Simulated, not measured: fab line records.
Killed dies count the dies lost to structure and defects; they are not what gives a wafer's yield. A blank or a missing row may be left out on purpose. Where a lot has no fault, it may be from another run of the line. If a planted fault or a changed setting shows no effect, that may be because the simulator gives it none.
Matching of chambers / flow n5Finfet / 3 sister chambers for N5_BEOL_M11_CURE_72 on uvCure-02
The step cures SiCOH lowk, time 120 s. 3 wafers are shown with their chamber, then 10 later ones without.

== WAFERS PAIRED WITH THEIR CHAMBERS ==
wafer=L082.5 chamber=1 wafer_temp_C_max=373.8
wafer=L085.5 chamber=0 wafer_temp_C_max=373.5
wafer=L089.2 chamber=2 wafer_temp_C_max=371.7

== WAFERS MISSING THEIR CHAMBER ==
wafer=L089.5 wafer_temp_C_max=372.2
wafer=L092.1 wafer_temp_C_max=373.1
wafer=L092.2 wafer_temp_C_max=373.1
wafer=L092.3 wafer_temp_C_max=372.4
wafer=L094.2 wafer_temp_C_max=373.1
wafer=L094.4 wafer_temp_C_max=372.2
wafer=L094.5 wafer_temp_C_max=372.5
wafer=L097.1 wafer_temp_C_max=374.1
wafer=L097.5 wafer_temp_C_max=373.8
wafer=L097.6 wafer_temp_C_max=372.2

== WHICH CHAMBER EACH WENT THROUGH ==
wafer=L089.5; from the rows above=can't be placed: 2 or 0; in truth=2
wafer=L092.1; from the rows above=can't be placed: 0 or 1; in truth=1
wafer=L092.2; from the rows above=can't be placed: 0 or 1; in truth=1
wafer=L092.3; from the rows above=can't be placed: 2 or 0 or 1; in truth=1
wafer=L094.2; from the rows above=can't be placed: 0 or 1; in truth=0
wafer=L094.4; from the rows above=can't be placed: 2 or 0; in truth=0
wafer=L094.5; from the rows above=can't be placed: 2 or 0 or 1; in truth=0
wafer=L097.1; from the rows above=can't be placed: 1 or 0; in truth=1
wafer=L097.5; from the rows above=can't be placed: 1 or 0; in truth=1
wafer=L097.6; from the rows above=can't be placed: 2 or 0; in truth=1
Placed correctly: 0 of 10. From these rows, 10 cannot be placed; in 9 the true chamber is one of the candidates. 0 placed wrongly.
How it was worked out, from the rows above alone: a wafer's distance from a chamber is the root of the sum, over the readings, of the square of ((its reading less the chamber's mean) divided by the reading's scatter). If the next closest chamber is less than 2 further off than the closest, the wafer can't be placed; otherwise it belongs to the closest. The mean given for a chamber averages the wafers shown for that chamber. The scatter: with one shown wafer a chamber, the root of the mean of the squares of how far each hidden wafer lies from its nearest shown one.
